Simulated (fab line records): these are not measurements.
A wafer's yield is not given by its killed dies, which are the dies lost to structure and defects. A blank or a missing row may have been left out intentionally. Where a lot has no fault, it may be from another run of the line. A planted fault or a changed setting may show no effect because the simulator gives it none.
Which of the tools did it? / flow n5-finfet / 24 lots with 72 wafers sampled at 6 steps, on a route of 1938 steps

WHAT THE GAUGES SHOWED, per wafer
N5_BEOL_M15_INSPECT_30: inspects for defects (macro).
lot=L074; measured=day 13 05:08; on=defect-inspect-01; raw-defect-count=2 3 0
lot=L075; measured=day 13 09:11; on=defect-inspect-01; raw-defect-count=2 2 1
lot=L076; measured=day 13 11:32; on=defect-inspect-02; raw-defect-count=2 3 1
lot=L079; measured=day 13 12:48; on=defect-inspect-02; raw-defect-count=1 0 2
lot=L082; measured=day 13 23:36; on=defect-inspect-01; raw-defect-count=2 2 4
lot=L081; measured=day 14 03:18; on=defect-inspect-01; raw-defect-count=1 0 3
lot=L077; measured=day 14 00:30; on=defect-inspect-02; raw-defect-count=4 2 1
lot=L080; measured=day 14 14:37; on=defect-inspect-02; raw-defect-count=2 3 2
lot=L078; measured=day 14 18:37; on=defect-inspect-01; raw-defect-count=3 1 3
lot=L084; measured=day 15 02:31; on=defect-inspect-01; raw-defect-count=0 0 3
lot=L083; measured=day 15 08:13; on=defect-inspect-01; raw-defect-count=7 3 5
lot=L086; measured=day 15 10:57; on=defect-inspect-02; raw-defect-count=2 1 3
lot=L085; measured=day 15 12:17; on=defect-inspect-01; raw-defect-count=1 4 1
lot=L089; measured=day 16 06:41; on=defect-inspect-01; raw-defect-count=1 2 4
lot=L088; measured=day 16 07:41; on=defect-inspect-02; raw-defect-count=2 0 1
lot=L087; measured=day 16 09:52; on=defect-inspect-01; raw-defect-count=2 5 2
lot=L090; measured=day 16 17:28; on=defect-inspect-01; raw-defect-count=4 4 3
lot=L091; measured=day 17 03:01; on=defect-inspect-02; raw-defect-count=3 1 0
lot=L092; measured=day 17 03:21; on=defect-inspect-01; raw-defect-count=2 1 2
lot=L094; measured=day 17 03:44; on=defect-inspect-02; raw-defect-count=1 2 4
lot=L093; measured=day 17 06:00; on=defect-inspect-02; raw-defect-count=2 4 0
lot=L095; measured=day 17 19:10; on=defect-inspect-02; raw-defect-count=0 2 3
lot=L096; measured=day 18 05:43; on=defect-inspect-01; raw-defect-count=1 2 2
lot=L097; measured=day 18 07:03; on=defect-inspect-02; raw-defect-count=3 2 2

N5_BEOL_M15_RS_MEAS_54: measurement is done with a four-point probe.
lot=L074; measured=day 13 13:08; on=film-metro-01; M15_RS (ohm/sq)=0.0213 0.0216 0.0216
lot=L075; measured=day 13 15:17; on=film-metro-01; M15_RS (ohm/sq)=0.0218 0.0209 0.0217
lot=L076; measured=day 13 15:34; on=film-metro-01; M15_RS (ohm/sq)=0.0215 0.0215 0.0214
lot=L079; measured=day 13 18:18; on=film-metro-02; M15_RS (ohm/sq)=0.0222 0.0227 0.0229
lot=L082; measured=day 14 05:32; on=film-metro-01; M15_RS (ohm/sq)=0.0224 0.0225 0.0218
lot=L081; measured=day 14 07:52; on=film-metro-01; M15_RS (ohm/sq)=0.0213 0.0214 0.0226
lot=L077; measured=day 14 07:17; on=film-metro-01; M15_RS (ohm/sq)=0.0212 0.0222 0.0220
lot=L080; measured=day 14 17:47; on=film-metro-02; M15_RS (ohm/sq)=0.0219 0.0217 0.0216
lot=L078; measured=day 15 05:54; on=film-metro-02; M15_RS (ohm/sq)=0.0216 0.0219 0.0213
lot=L084; measured=day 15 06:26; on=film-metro-02; M15_RS (ohm/sq)=0.0221 0.0213 0.0210
lot=L083; measured=day 15 13:15; on=film-metro-02; M15_RS (ohm/sq)=0.0211 0.0228 0.0221
lot=L086; measured=day 15 16:03; on=film-metro-02; M15_RS (ohm/sq)=0.0211 0.0214 0.0219
lot=L085; measured=day 15 16:20; on=film-metro-01; M15_RS (ohm/sq)=0.0220 0.0211 0.0213
lot=L089; measured=day 16 11:32; on=film-metro-02; M15_RS (ohm/sq)=0.0228 0.0211 0.0226
lot=L088; measured=day 16 12:18; on=film-metro-01; M15_RS (ohm/sq)=0.0214 0.0220 0.0213
lot=L087; measured=day 16 14:50; on=film-metro-02; M15_RS (ohm/sq)=0.0216 0.0208 0.0212
lot=L090; measured=day 16 21:05; on=film-metro-01; M15_RS (ohm/sq)=0.0214 0.0228 0.0217
lot=L091; measured=day 17 09:38; on=film-metro-01; M15_RS (ohm/sq)=0.0213 0.0217 0.0219
lot=L092; measured=day 17 09:17; on=film-metro-02; M15_RS (ohm/sq)=0.0212 0.0214 0.0211
lot=L094; measured=day 17 09:37; on=film-metro-02; M15_RS (ohm/sq)=0.0216 0.0219 0.0214
lot=L093; measured=day 17 12:55; on=film-metro-01; M15_RS (ohm/sq)=0.0217 0.0219 0.0219
lot=L095; measured=day 17 22:55; on=film-metro-01; M15_RS (ohm/sq)=0.0209 0.0213 0.0221
lot=L096; measured=day 18 12:54; on=film-metro-02; M15_RS (ohm/sq)=0.0216 0.0220 0.0220
lot=L097; measured=day 18 13:18; on=film-metro-02; M15_RS (ohm/sq)=0.0217 0.0214 0.0220

N5_MIM_BOT_LITHO_OVL_MEAS_11.
lot=L074; measured=day 13 18:32; on=overlay-02; MIM_BOT_OVL (nm)=1 2 8
lot=L075; measured=day 13 21:33; on=overlay-01; MIM_BOT_OVL (nm)=-7 0 -3
lot=L076; measured=day 13 21:46; on=overlay-02; MIM_BOT_OVL (nm)=-1 5 -3
lot=L079; measured=day 13 23:25; on=overlay-02; MIM_BOT_OVL (nm)=1 0 6
lot=L082; measured=day 14 09:21; on=overlay-02; MIM_BOT_OVL (nm)=0 2 2
lot=L081; measured=day 14 13:03; on=overlay-01; MIM_BOT_OVL (nm)=-11 -4 -18
lot=L077; measured=day 14 12:44; on=overlay-02; MIM_BOT_OVL (nm)=-10 -7 5
lot=L080; measured=day 14 22:58; on=overlay-02; MIM_BOT_OVL (nm)=1 4 5
lot=L078; measured=day 15 09:45; on=overlay-02; MIM_BOT_OVL (nm)=12 -1 3
lot=L084; measured=day 15 09:47; on=overlay-01; MIM_BOT_OVL (nm)=10 1 10
lot=L083; measured=day 15 16:43; on=overlay-01; MIM_BOT_OVL (nm)=-11 -10 -2
lot=L086; measured=day 15 22:20; on=overlay-01; MIM_BOT_OVL (nm)=-10 7 -4
lot=L085; measured=day 15 22:03; on=overlay-01; MIM_BOT_OVL (nm)=1 -2 -5
lot=L089; measured=day 16 17:42; on=overlay-01; MIM_BOT_OVL (nm)=-2 -2 0
lot=L088; measured=day 16 19:53; on=overlay-02; MIM_BOT_OVL (nm)=12 1 4
lot=L087; measured=day 16 23:33; on=overlay-02; MIM_BOT_OVL (nm)=-3 9 0
lot=L090; measured=day 17 01:25; on=overlay-02; MIM_BOT_OVL (nm)=4 5 10
lot=L091; measured=day 17 16:20; on=overlay-02; MIM_BOT_OVL (nm)=-1 -8 -4
lot=L092; measured=day 17 15:58; on=overlay-02; MIM_BOT_OVL (nm)=7 5 3
lot=L094; measured=day 17 16:10; on=overlay-01; MIM_BOT_OVL (nm)=-4 -2 -4
lot=L093; measured=day 17 19:25; on=overlay-01; MIM_BOT_OVL (nm)=-4 -3 -4
lot=L095; measured=day 18 04:01; on=overlay-01; MIM_BOT_OVL (nm)=-3 -4 2
lot=L096; measured=day 18 16:31; on=overlay-02; MIM_BOT_OVL (nm)=-5 -5 -7
lot=L097; measured=day 18 18:34; on=overlay-02; MIM_BOT_OVL (nm)=4 -8 8

EACH LOT AND THE TOOL THAT RAN IT (in order: tool; ch and the chambers of the sampled wafers; start)
lot=L074; N5_BEOL_M13_SPUTTER_43=pvd-sputter-02, day 12 18:03; N5_BEOL_M14_DESCUM_15=rie-diel-01 ch 0,1,2, day 12 19:58; N5_BEOL_M15_DESCUM_15=rie-diel-05 ch 1,3, day 13 03:26
lot=L075; N5_BEOL_M13_SPUTTER_43=pvd-sputter-01, day 12 18:39; N5_BEOL_M14_DESCUM_15=rie-diel-03 ch 0,1,2, day 12 21:56; N5_BEOL_M15_DESCUM_15=rie-diel-04 ch 1,3, day 13 07:38
lot=L076; N5_BEOL_M13_SPUTTER_43=pvd-sputter-03, day 12 21:02; N5_BEOL_M14_DESCUM_15=rie-diel-06 ch 0,3, day 12 22:52; N5_BEOL_M15_DESCUM_15=rie-diel-05 ch 0,1, day 13 09:59
lot=L079; N5_BEOL_M13_SPUTTER_43=pvd-sputter-03, day 12 21:31; N5_BEOL_M14_DESCUM_15=rie-diel-06 ch 0,2,3, day 12 23:21; N5_BEOL_M15_DESCUM_15=rie-diel-05 ch 1,2,3, day 13 11:13
lot=L082; N5_BEOL_M13_SPUTTER_43=pvd-sputter-02, day 13 11:39; N5_BEOL_M14_DESCUM_15=rie-diel-03 ch 1,2, day 13 13:37; N5_BEOL_M15_DESCUM_15=rie-diel-02 ch 0,2,3, day 13 21:59
lot=L081; N5_BEOL_M13_SPUTTER_43=pvd-sputter-02, day 13 12:15; N5_BEOL_M14_DESCUM_15=rie-diel-03 ch 0,2,3, day 13 14:26; N5_BEOL_M15_DESCUM_15=rie-diel-02 ch 2,3, day 14 01:45
lot=L077; N5_BEOL_M13_SPUTTER_43=pvd-sputter-01, day 13 12:38; N5_BEOL_M14_DESCUM_15=rie-diel-06 ch 1,2, day 13 15:08; N5_BEOL_M15_DESCUM_15=rie-diel-04 ch 1,2, day 13 23:04
lot=L080; N5_BEOL_M13_SPUTTER_43=pvd-sputter-03, day 13 22:45; N5_BEOL_M14_DESCUM_15=rie-diel-06 ch 0,2, day 14 00:46; N5_BEOL_M15_DESCUM_15=rie-diel-02 ch 0,1,2, day 14 13:04
lot=L078; N5_BEOL_M13_SPUTTER_43=pvd-sputter-01, day 14 11:09; N5_BEOL_M14_DESCUM_15=rie-diel-06 ch 1,2,3, day 14 12:59; N5_BEOL_M15_DESCUM_15=rie-diel-04 ch 0,2,3, day 14 17:09
lot=L084; N5_BEOL_M13_SPUTTER_43=pvd-sputter-02, day 14 17:19; N5_BEOL_M14_DESCUM_15=rie-diel-03 ch 0,3, day 14 19:08; N5_BEOL_M15_DESCUM_15=rie-diel-04 ch 0,3, day 15 01:05
lot=L083; N5_BEOL_M13_SPUTTER_43=pvd-sputter-01, day 14 20:46; N5_BEOL_M14_DESCUM_15=rie-diel-06 ch 0,1, day 14 22:35; N5_BEOL_M15_DESCUM_15=rie-diel-02 ch 1,2, day 15 06:46
lot=L086; N5_BEOL_M13_SPUTTER_43=pvd-sputter-03, day 15 01:12; N5_BEOL_M14_DESCUM_15=rie-diel-06 ch 0,1,2, day 15 03:26; N5_BEOL_M15_DESCUM_15=rie-diel-02 ch 0,3, day 15 09:31
lot=L085; N5_BEOL_M13_SPUTTER_43=pvd-sputter-01, day 15 03:50; N5_BEOL_M14_DESCUM_15=rie-diel-01 ch 0,3, day 15 05:58; N5_BEOL_M15_DESCUM_15=rie-diel-05 ch 0,2,3, day 15 10:34
lot=L089; N5_BEOL_M13_SPUTTER_43=pvd-sputter-03, day 15 20:22; N5_BEOL_M14_DESCUM_15=rie-diel-03 ch 0,2, day 15 23:16; N5_BEOL_M15_DESCUM_15=rie-diel-02 ch 0,2, day 16 05:08
lot=L088; N5_BEOL_M13_SPUTTER_43=pvd-sputter-01, day 15 20:25; N5_BEOL_M14_DESCUM_15=rie-diel-03 ch 0,1,3, day 15 23:37; N5_BEOL_M15_DESCUM_15=rie-diel-02 ch 0,1,2, day 16 06:07
lot=L087; N5_BEOL_M13_SPUTTER_43=pvd-sputter-03, day 15 22:58; N5_BEOL_M14_DESCUM_15=rie-diel-03 ch 1,2,3, day 16 01:26; N5_BEOL_M15_DESCUM_15=rie-diel-02 ch 0,3, day 16 08:26
lot=L090; N5_BEOL_M13_SPUTTER_43=pvd-sputter-03, day 16 00:41; N5_BEOL_M14_DESCUM_15=rie-diel-03 ch 2,3, day 16 03:22; N5_BEOL_M15_DESCUM_15=rie-diel-02 ch 1,2,3, day 16 15:55
lot=L091; N5_BEOL_M13_SPUTTER_43=pvd-sputter-01, day 16 13:01; N5_BEOL_M14_DESCUM_15=rie-diel-06 ch 0,1,3, day 16 14:49; N5_BEOL_M15_DESCUM_15=rie-diel-04 ch 2,3, day 17 01:25
lot=L092; N5_BEOL_M13_SPUTTER_43=pvd-sputter-02, day 16 18:43; N5_BEOL_M14_DESCUM_15=rie-diel-03 ch 0,2, day 16 21:05; N5_BEOL_M15_DESCUM_15=rie-diel-05 ch 1,2, day 17 01:48
lot=L094; N5_BEOL_M13_SPUTTER_43=pvd-sputter-03, day 16 19:04; N5_BEOL_M14_DESCUM_15=rie-diel-01 ch 0,1,2, day 16 21:12; N5_BEOL_M15_DESCUM_15=rie-diel-02 ch 1,2, day 17 02:07
lot=L093; N5_BEOL_M13_SPUTTER_43=pvd-sputter-01, day 16 20:51; N5_BEOL_M14_DESCUM_15=rie-diel-01 ch 1,3, day 16 22:51; N5_BEOL_M15_DESCUM_15=rie-diel-05 ch 0,1, day 17 04:26
lot=L095; N5_BEOL_M13_SPUTTER_43=pvd-sputter-02, day 17 10:35; N5_BEOL_M14_DESCUM_15=rie-diel-01 ch 0,3, day 17 12:25; N5_BEOL_M15_DESCUM_15=rie-diel-04 ch 1,2,3, day 17 17:21
lot=L096; N5_BEOL_M13_SPUTTER_43=pvd-sputter-03, day 17 18:30; N5_BEOL_M14_DESCUM_15=rie-diel-01 ch 0,1,3, day 17 20:19; N5_BEOL_M15_DESCUM_15=rie-diel-02 ch 2,3, day 18 04:10
lot=L097; N5_BEOL_M13_SPUTTER_43=pvd-sputter-03, day 17 22:14; N5_BEOL_M14_DESCUM_15=rie-diel-06 ch 1,2,3, day 18 00:23; N5_BEOL_M15_DESCUM_15=rie-diel-04 ch 1,2,3, day 18 05:37
- N5_BEOL_M13_SPUTTER_43: material TaN, target thk 15 nm, time 24.19 s.
- N5_BEOL_M14_DESCUM_15: chemistry O2, time 7.9 s.
- N5_BEOL_M15_DESCUM_15: chemistry O2, time 7.9 s.

WHAT THE TOOLS THEMSELVES READ (means of the sampled wafers that have a number; where no wafer has one, the mark that the record gives instead)
N5_BEOL_M13_SPUTTER_43.
lot=L074; tool=pvd-sputter-02; throttle-valve-pct (%)=30.6
lot=L075; tool=pvd-sputter-01; throttle-valve-pct (%)=30.3
lot=L076; tool=pvd-sputter-03; throttle-valve-pct (%)=30.3
lot=L079; tool=pvd-sputter-03; throttle-valve-pct (%)=28.7
lot=L082; tool=pvd-sputter-02; throttle-valve-pct (%)=30.3
lot=L081; tool=pvd-sputter-02; throttle-valve-pct (%)=30.1
lot=L077; tool=pvd-sputter-01; throttle-valve-pct (%)=30.0
lot=L080; tool=pvd-sputter-03; throttle-valve-pct (%)=28.8
lot=L078; tool=pvd-sputter-01; throttle-valve-pct (%)=29.7
lot=L084; tool=pvd-sputter-02; throttle-valve-pct (%)=30.5
lot=L083; tool=pvd-sputter-01; throttle-valve-pct (%)=30.9
lot=L086; tool=pvd-sputter-03; throttle-valve-pct (%)=29.1
lot=L085; tool=pvd-sputter-01; throttle-valve-pct (%)=30.5
lot=L089; tool=pvd-sputter-03; throttle-valve-pct (%)=30.5
lot=L088; tool=pvd-sputter-01; throttle-valve-pct (%)=30.1
lot=L087; tool=pvd-sputter-03; throttle-valve-pct (%)=31.7
lot=L090; tool=pvd-sputter-03; throttle-valve-pct (%)=28.1
lot=L091; tool=pvd-sputter-01; throttle-valve-pct (%)=30.2
lot=L092; tool=pvd-sputter-02; throttle-valve-pct (%)=30.0
lot=L094; tool=pvd-sputter-03; throttle-valve-pct (%)=29.0
lot=L093; tool=pvd-sputter-01; throttle-valve-pct (%)=29.1
lot=L095; tool=pvd-sputter-02; throttle-valve-pct (%)=30.3
lot=L096; tool=pvd-sputter-03; throttle-valve-pct (%)=29.9
lot=L097; tool=pvd-sputter-03; throttle-valve-pct (%)=31.1

N5_BEOL_M14_DESCUM_15.
lot=L074; tool=rie-diel-01; drypump-motor-current-A (A)=5.6; oes-product-au (a.u.)=0.88; rf-vpp-V (V)=242.0; showerhead-plenum-p-Torr (Torr)=2.05; throttle-valve-pct (%)=20.52
lot=L075; tool=rie-diel-03; drypump-motor-current-A (A)=5.6; oes-product-au (a.u.)=0.83; rf-vpp-V (V)=243.7; showerhead-plenum-p-Torr (Torr)=2.12; throttle-valve-pct (%)=20.35
lot=L076; tool=rie-diel-06; drypump-motor-current-A (A)=5.8; oes-product-au (a.u.)=0.82; rf-vpp-V (V)=241.7; showerhead-plenum-p-Torr (Torr)=2.02; throttle-valve-pct (%)=20.22
lot=L079; tool=rie-diel-06; drypump-motor-current-A (A)=5.6; oes-product-au (a.u.)=0.85; rf-vpp-V (V)=243.4; showerhead-plenum-p-Torr (Torr)=2.06; throttle-valve-pct (%)=20.42
lot=L082; tool=rie-diel-03; drypump-motor-current-A (A)=5.8; oes-product-au (a.u.)=0.87; rf-vpp-V (V)=244.4; showerhead-plenum-p-Torr (Torr)=2.18; throttle-valve-pct (%)=20.28
lot=L081; tool=rie-diel-03; drypump-motor-current-A (A)=5.6; oes-product-au (a.u.)=0.78; rf-vpp-V (V)=243.2; showerhead-plenum-p-Torr (Torr)=2.11; throttle-valve-pct (%)=20.55
lot=L077; tool=rie-diel-06; drypump-motor-current-A (A)=5.5; oes-product-au (a.u.)=0.93; rf-vpp-V (V)=243.3; showerhead-plenum-p-Torr (Torr)=2.07; throttle-valve-pct (%)=20.40
lot=L080; tool=rie-diel-06; drypump-motor-current-A (A)=5.5; oes-product-au (a.u.)=0.77; rf-vpp-V (V)=242.9; showerhead-plenum-p-Torr (Torr)=2.02; throttle-valve-pct (%)=20.26
lot=L078; tool=rie-diel-06; drypump-motor-current-A (A)=5.6; oes-product-au (a.u.)=0.88; rf-vpp-V (V)=242.6; showerhead-plenum-p-Torr (Torr)=2.07; throttle-valve-pct (%)=20.51
lot=L084; tool=rie-diel-03; drypump-motor-current-A (A)=5.6; oes-product-au (a.u.)=0.72; rf-vpp-V (V)=242.0; showerhead-plenum-p-Torr (Torr)=2.06; throttle-valve-pct (%)=20.62
lot=L083; tool=rie-diel-06; drypump-motor-current-A (A)=5.7; oes-product-au (a.u.)=0.80; rf-vpp-V (V)=242.0; showerhead-plenum-p-Torr (Torr)=2.00; throttle-valve-pct (%)=20.14
lot=L086; tool=rie-diel-06; drypump-motor-current-A (A)=5.5; oes-product-au (a.u.)=0.83; rf-vpp-V (V)=242.8; showerhead-plenum-p-Torr (Torr)=2.04; throttle-valve-pct (%)=20.34
lot=L085; tool=rie-diel-01; drypump-motor-current-A (A)=5.3; oes-product-au (a.u.)=0.85; rf-vpp-V (V)=242.5; showerhead-plenum-p-Torr (Torr)=2.03; throttle-valve-pct (%)=20.42
lot=L089; tool=rie-diel-03; drypump-motor-current-A (A)=5.4; oes-product-au (a.u.)=0.73; rf-vpp-V (V)=241.9; showerhead-plenum-p-Torr (Torr)=2.05; throttle-valve-pct (%)=20.46
lot=L088; tool=rie-diel-03; drypump-motor-current-A (A)=5.6; oes-product-au (a.u.)=0.74; rf-vpp-V (V)=242.7; showerhead-plenum-p-Torr (Torr)=2.07; throttle-valve-pct (%)=20.45
lot=L087; tool=rie-diel-03; drypump-motor-current-A (A)=5.8; oes-product-au (a.u.)=0.81; rf-vpp-V (V)=244.4; showerhead-plenum-p-Torr (Torr)=2.16; throttle-valve-pct (%)=20.50
lot=L090; tool=rie-diel-03; drypump-motor-current-A (A)=5.8; oes-product-au (a.u.)=0.78; rf-vpp-V (V)=243.8; showerhead-plenum-p-Torr (Torr)=2.15; throttle-valve-pct (%)=20.70
lot=L091; tool=rie-diel-06; drypump-motor-current-A (A)=5.8; oes-product-au (a.u.)=0.82; rf-vpp-V (V)=242.4; showerhead-plenum-p-Torr (Torr)=2.03; throttle-valve-pct (%)=20.34
lot=L092; tool=rie-diel-03; drypump-motor-current-A (A)=5.6; oes-product-au (a.u.)=0.89; rf-vpp-V (V)=244.9; showerhead-plenum-p-Torr (Torr)=2.23; throttle-valve-pct (%)=20.39
lot=L094; tool=rie-diel-01; drypump-motor-current-A (A)=5.7; oes-product-au (a.u.)=0.83; rf-vpp-V (V)=242.8; showerhead-plenum-p-Torr (Torr)=2.04; throttle-valve-pct (%)=20.58
lot=L093; tool=rie-diel-01; drypump-motor-current-A (A)=6.2; oes-product-au (a.u.)=0.81; rf-vpp-V (V)=242.0; showerhead-plenum-p-Torr (Torr)=2.03; throttle-valve-pct (%)=20.33
lot=L095; tool=rie-diel-01; drypump-motor-current-A (A)=5.2; oes-product-au (a.u.)=0.82; rf-vpp-V (V)=241.7; showerhead-plenum-p-Torr (Torr)=2.03; throttle-valve-pct (%)=20.43
lot=L096; tool=rie-diel-01; drypump-motor-current-A (A)=5.8; oes-product-au (a.u.)=0.82; rf-vpp-V (V)=242.0; showerhead-plenum-p-Torr (Torr)=2.03; throttle-valve-pct (%)=20.39
lot=L097; tool=rie-diel-06; drypump-motor-current-A (A)=5.6; oes-product-au (a.u.)=0.83; rf-vpp-V (V)=242.3; showerhead-plenum-p-Torr (Torr)=2.06; throttle-valve-pct (%)=20.55

N5_BEOL_M15_DESCUM_15.
lot=L074; tool=rie-diel-05; drypump-motor-current-A (A)=5.51; oes-product-au (a.u.)=0.85; rf-vpp-V (V)=243.7; showerhead-plenum-p-Torr (Torr)=2.16; throttle-valve-pct (%)=20.33
lot=L075; tool=rie-diel-04; drypump-motor-current-A (A)=5.78; oes-product-au (a.u.)=0.70; rf-vpp-V (V)=243.0; showerhead-plenum-p-Torr (Torr)=2.09; throttle-valve-pct (%)=20.44
lot=L076; tool=rie-diel-05; drypump-motor-current-A (A)=5.18; oes-product-au (a.u.)=0.78; rf-vpp-V (V)=243.6; showerhead-plenum-p-Torr (Torr)=2.10; throttle-valve-pct (%)=20.27
lot=L079; tool=rie-diel-05; drypump-motor-current-A (A)=5.76; oes-product-au (a.u.)=0.81; rf-vpp-V (V)=243.5; showerhead-plenum-p-Torr (Torr)=2.14; throttle-valve-pct (%)=20.31
lot=L082; tool=rie-diel-02; drypump-motor-current-A (A)=5.47; oes-product-au (a.u.)=0.82; rf-vpp-V (V)=242.8; showerhead-plenum-p-Torr (Torr)=2.05; throttle-valve-pct (%)=20.34
lot=L081; tool=rie-diel-02; drypump-motor-current-A (A)=5.55; oes-product-au (a.u.)=0.88; rf-vpp-V (V)=242.9; showerhead-plenum-p-Torr (Torr)=2.06; throttle-valve-pct (%)=20.32
lot=L077; tool=rie-diel-04; drypump-motor-current-A (A)=5.82; oes-product-au (a.u.)=0.83; rf-vpp-V (V)=242.5; showerhead-plenum-p-Torr (Torr)=2.07; throttle-valve-pct (%)=20.10
lot=L080; tool=rie-diel-02; drypump-motor-current-A (A)=5.61; oes-product-au (a.u.)=0.82; rf-vpp-V (V)=242.9; showerhead-plenum-p-Torr (Torr)=2.08; throttle-valve-pct (%)=20.24
lot=L078; tool=rie-diel-04; drypump-motor-current-A (A)=5.65; oes-product-au (a.u.)=0.85; rf-vpp-V (V)=243.6; showerhead-plenum-p-Torr (Torr)=2.11; throttle-valve-pct (%)=20.49
lot=L084; tool=rie-diel-04; drypump-motor-current-A (A)=5.63; oes-product-au (a.u.)=0.78; rf-vpp-V (V)=243.8; showerhead-plenum-p-Torr (Torr)=2.12; throttle-valve-pct (%)=20.79
lot=L083; tool=rie-diel-02; drypump-motor-current-A (A)=5.72; oes-product-au (a.u.)=0.88; rf-vpp-V (V)=244.3; showerhead-plenum-p-Torr (Torr)=2.13; throttle-valve-pct (%)=20.07
lot=L086; tool=rie-diel-02; drypump-motor-current-A (A)=5.35; oes-product-au (a.u.)=0.75; rf-vpp-V (V)=241.6; showerhead-plenum-p-Torr (Torr)=2.00; throttle-valve-pct (%)=20.53
lot=L085; tool=rie-diel-05; drypump-motor-current-A (A)=5.82; oes-product-au (a.u.)=0.75; rf-vpp-V (V)=243.6; showerhead-plenum-p-Torr (Torr)=2.11; throttle-valve-pct (%)=20.31
lot=L089; tool=rie-diel-02; drypump-motor-current-A (A)=5.43; oes-product-au (a.u.)=0.74; rf-vpp-V (V)=243.2; showerhead-plenum-p-Torr (Torr)=2.03; throttle-valve-pct (%)=20.42
lot=L088; tool=rie-diel-02; drypump-motor-current-A (A)=5.63; oes-product-au (a.u.)=0.80; rf-vpp-V (V)=242.6; showerhead-plenum-p-Torr (Torr)=2.08; throttle-valve-pct (%)=20.26
lot=L087; tool=rie-diel-02; drypump-motor-current-A (A)=5.43; oes-product-au (a.u.)=0.78; rf-vpp-V (V)=242.3; showerhead-plenum-p-Torr (Torr)=2.01; throttle-valve-pct (%)=20.52
lot=L090; tool=rie-diel-02; drypump-motor-current-A (A)=5.67; oes-product-au (a.u.)=0.85; rf-vpp-V (V)=241.8; showerhead-plenum-p-Torr (Torr)=2.10; throttle-valve-pct (%)=20.23
lot=L091; tool=rie-diel-04; drypump-motor-current-A (A)=5.58; oes-product-au (a.u.)=0.90; rf-vpp-V (V)=244.5; showerhead-plenum-p-Torr (Torr)=2.16; throttle-valve-pct (%)=20.40
lot=L092; tool=rie-diel-05; drypump-motor-current-A (A)=5.60; oes-product-au (a.u.)=0.72; rf-vpp-V (V)=242.9; showerhead-plenum-p-Torr (Torr)=2.08; throttle-valve-pct (%)=20.27
lot=L094; tool=rie-diel-02; drypump-motor-current-A (A)=5.80; oes-product-au (a.u.)=0.86; rf-vpp-V (V)=243.6; showerhead-plenum-p-Torr (Torr)=2.14; throttle-valve-pct (%)=20.10
lot=L093; tool=rie-diel-05; drypump-motor-current-A (A)=5.25; oes-product-au (a.u.)=0.73; rf-vpp-V (V)=242.9; showerhead-plenum-p-Torr (Torr)=2.07; throttle-valve-pct (%)=20.31
lot=L095; tool=rie-diel-04; drypump-motor-current-A (A)=5.73; oes-product-au (a.u.)=0.81; rf-vpp-V (V)=244.3; showerhead-plenum-p-Torr (Torr)=2.13; throttle-valve-pct (%)=20.32
lot=L096; tool=rie-diel-02; drypump-motor-current-A (A)=5.54; oes-product-au (a.u.)=0.82; rf-vpp-V (V)=243.5; showerhead-plenum-p-Torr (Torr)=2.05; throttle-valve-pct (%)=20.37
lot=L097; tool=rie-diel-04; drypump-motor-current-A (A)=5.73; oes-product-au (a.u.)=0.81; rf-vpp-V (V)=243.7; showerhead-plenum-p-Torr (Torr)=2.13; throttle-valve-pct (%)=20.33

THE ANSWER, worked out from the rows above alone
Rule: the usual values come from the lots themselves. Put in order of their means at a reading, lots are off if they are a third of the lots or fewer, leave a main group of 4 or more, and stand apart from it by a gap of 3 or more times the standard deviation of the main group's means; of several such gaps the widest counts. If all means in a main group match to the digits the tables above print for the reading, that group is not used. A lot without any number at a reading at which 4 lots or more have one is off too. All remaining lots with rows at the step are treated as sound. First the gauges in route order, then the tools' own readings, where a lot's mean is used as printed above. The first step at which some lot is off is used, and at that step the reading that is off furthest; a lot without a number counts as furthest.
Across all readings shown, no lot is off: no conclusion can be drawn from this.

WHAT HAD BEEN PUT IN BY THE SIMULATOR
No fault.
